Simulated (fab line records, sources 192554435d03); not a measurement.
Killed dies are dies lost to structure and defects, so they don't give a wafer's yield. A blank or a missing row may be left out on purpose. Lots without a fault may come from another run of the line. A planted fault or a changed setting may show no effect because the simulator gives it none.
Chamber matching | flow n5_finfet | N5_BEOL_M7_PECVD_70 on pecvd-02: 3 sister chambers
The step deposits SiO2 from TEOS/O2, target thk 20 nm, time 22.7 s. 14 wafers are shown with their chamber, then 7 later ones without.

WAFERS WITH THEIR CHAMBER
wafer  | chamber | throttle_valve_pct (%) | showerhead_plenum_p_Torr (Torr) | heater_power_w (W)
L075.3 | 0       | 22.5                   | 8.77                            | 884
L075.4 | 1       | 22.5                   | 8.84                            | 803
L075.6 | 2       | 21.2                   | 8.83                            | 892
L074.1 | 0       | 22.6                   | 8.77                            | 886
L074.2 | 2       | 21.0                   | 8.83                            | 893
L074.3 | 1       | 22.7                   | 8.79                            | 720
L080.2 | 1       | 22.6                   | 8.82                            | 826
L080.3 | 0       | 23.0                   | 8.78                            | 770
L080.4 | 1       | 22.4                   | 8.80                            | 837
L088.3 | 2       | 21.1                   | 8.85                            | 880
L088.5 | 1       | 22.4                   | 8.84                            | 716
L088.6 | 0       | 22.5                   | 8.77                            | 908
L091.1 | 2       | 21.1                   | 8.83                            | 884
L091.3 | 1       | 22.6                   | 8.79                            | 821

SIGNATURES (means of the wafers above)
reading                  | chamber 0 | chamber 1 | chamber 2 | scatter within a chamber
throttle_valve_pct       | 22.650    | 22.533    | 21.100    | 0.155
showerhead_plenum_p_Torr | 8.7725    | 8.8133    | 8.8350    | 0.0168
heater_power_w           | 862.00    | 787.17    | 887.25    | 49.3
Rule: a wafer's distance from a chamber is the root of the sum, over the readings, of the square of ((its reading less the chamber's mean) divided by the reading's scatter). The wafer belongs to the nearest chamber; if the next one is less than 2 further off, it can't be placed. The scatter: the root of (the sum of the squares of (reading less its chamber's mean) over the shown wafers, divided by (wafers less chambers)).

WAFERS WITHOUT THEIR CHAMBER
wafer  | throttle_valve_pct (%) | showerhead_plenum_p_Torr (Torr) | heater_power_w (W)
L091.5 | 22.9                   | 8.76                            | 901
L094.2 | 21.2                   | 8.82                            | 796
L094.4 | 21.1                   | 8.83                            | 798
L094.5 | 22.7                   | 8.76                            | 761
L095.2 | 22.4                   | 8.83                            | 705
L095.5 | 23.1                   | 8.77                            | 804
L095.6 | 22.7                   | 8.82                            | 699

WHICH CHAMBER EACH WENT THROUGH
wafer  | from the rows above     | in truth
L091.5 | 0                       | 0
L094.2 | 2                       | 2
L094.4 | 2                       | 2
L094.5 | can't be placed: 0 or 1 | 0
L095.2 | 1                       | 1
L095.5 | can't be placed: 0 or 1 | 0
L095.6 | 1                       | 1
Placed correctly: 5 of 7. Can't be placed from these rows: 2 (the true chamber is among the candidates in 2). Placed wrongly: 0.
